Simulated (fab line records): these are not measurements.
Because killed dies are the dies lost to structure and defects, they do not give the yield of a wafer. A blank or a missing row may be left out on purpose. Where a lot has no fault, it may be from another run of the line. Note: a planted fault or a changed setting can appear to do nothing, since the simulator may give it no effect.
Problem report in the 8D (eight disciplines) form, filled by code | flow nandHarc | the parts of the form that need people (team, actions taken, sign-off) are left out

## 1. THE ISSUE
At NHARC_END_SORT_01, sort_bin_2_pct averages 98.0 % over 3 wafers from 2 lots, while fault-free wafers read 1.4 %, standard deviation 0.68. That is +99 or more standard deviations from the usual mean.
Earliest sighting: wafer L817.4 on prober-01 at day 19 14:47. The record holds 6 wafers of 2 lots with a number at this step. Rule for "out", or "out of limits": more than 4 standard deviations from the usual mean. All remaining wafers that have a number are taken as sound.

## 2. WHAT IT IS, WHAT IT ISN'T
question                    | is                                                                                                      | is not
which readings at this step | sort_bin_2_pct, defectLimitedYield, killedAtArray, killedDies, sortNPass, sortRimYieldPct, sortYieldPct | killedAtOther, killedAtPeriphery, killedOpen, killedShort, sort_bin_3_pct, sort_bin_4_pct
which lots                  | L817, L820                                                                                              | -
which wafers of those lots  | L817.4, L820.3, L820.4                                                                                  | L817.2, L817.6, L820.5
read on which gauges        | prober-01                                                                                               | -
when                        | from day 19 14:47                                                                                       | up to then (1 sound wafer); but 2 sound wafers of L817, L820 came after

## 3. SUSPECTS, AND WHAT RULES EACH OUT
Counting: a tool at a process step up to the reading stays a suspect if it ran every lot that is out. Sound lots after the first of them don't rule it out here, since some wafers of a struck lot are sound.
- the gauge at NHARC_END_SORT_01: kept. All the wafers that are out were read on prober-01, and no step on other tools shows them out.
- pvdSputter-01 at NHARC_A_M1_PVD_21 (deposits Cu, target thk 30 nm, time 20.49 s): kept. It ran every lot that is out, first L817 (day 18 00:16).
- pvdSputter-01 at NHARC_A_BONDPAD_DEGAS_25 (time 60 s): kept. It ran every lot that is out, first L817 (day 18 04:52).
- pvdSputter-01 at NHARC_A_BONDPAD_PRE_CLEAN_26 (time 30 s): kept. It ran every lot that is out, first L817 (day 18 23:21). Because NHARC_A_BONDPAD_PRE_CLEAN_26 lacks a start for some lots, the hours and order of its lots are taken from NHARC_THIN_TSV_CMP_21.
Left after counting: pvdSputter-01 at NHARC_A_M1_PVD_21, pvdSputter-01 at NHARC_A_BONDPAD_DEGAS_25, pvdSputter-01 at NHARC_A_BONDPAD_PRE_CLEAN_26, prober-01 at NHARC_END_SORT_01.

## 4. THE CAUSE (what the simulator had put in)
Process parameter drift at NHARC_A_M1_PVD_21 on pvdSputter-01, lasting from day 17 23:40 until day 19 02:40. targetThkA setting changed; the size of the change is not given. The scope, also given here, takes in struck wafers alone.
After counting, 4 suspects remain, this tool included.

## 5. THE EFFECT CHAIN, in route order
Each row: a reading where the mean over the struck wafers with a number is more than 3 standard deviations away from the usual. Only readings for which the record gives a usual standard deviation are gone through. hours: the time from each lot's start at the first step in this table that gives one to its start at this step, as a median over the lots. sigmas: the change in usual standard deviations.
hours | step              | reading            | usual  | on struck wafers | change | sigmas
0     | NHARC_END_SORT_01 | defectLimitedYield | 95.6 % | 0.0              | -95.6  | -56
0     | NHARC_END_SORT_01 | killedAtArray      | 27     | 673              | +646   | +59
0     | NHARC_END_SORT_01 | killedDies         | 30     | 677              | +647   | +59
0     | NHARC_END_SORT_01 | sort_bin_2_pct     | 1.4 %  | 98.0             | +96.6  | +99 or more
0     | NHARC_END_SORT_01 | sortNPass          | 647    | 0                | -647   | -59
0     | NHARC_END_SORT_01 | sortRimYieldPct    | 95.4 % | 0.0              | -95.4  | -35
0     | NHARC_END_SORT_01 | sortYieldPct       | 95.6 % | 0.0              | -95.6  | -56

## 6. WHAT WOULD HAVE CAUGHT IT SOONER
In this record the first reading out of limits at a measuring or inspecting step was taken at day 19 14:47, 39 hours after the fault began at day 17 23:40.
Of the tool readings at NHARC_A_M1_PVD_21 for which the record gives a usual standard deviation, none was out on any struck wafer, so an alarm limit of 4 standard deviations on them would not have fired.
Each of the lots that are out, 2 in all, had begun NHARC_A_M1_PVD_21 on pvdSputter-01 no later than day 19 14:47. A hold on the tool at that time would have spared none of them.
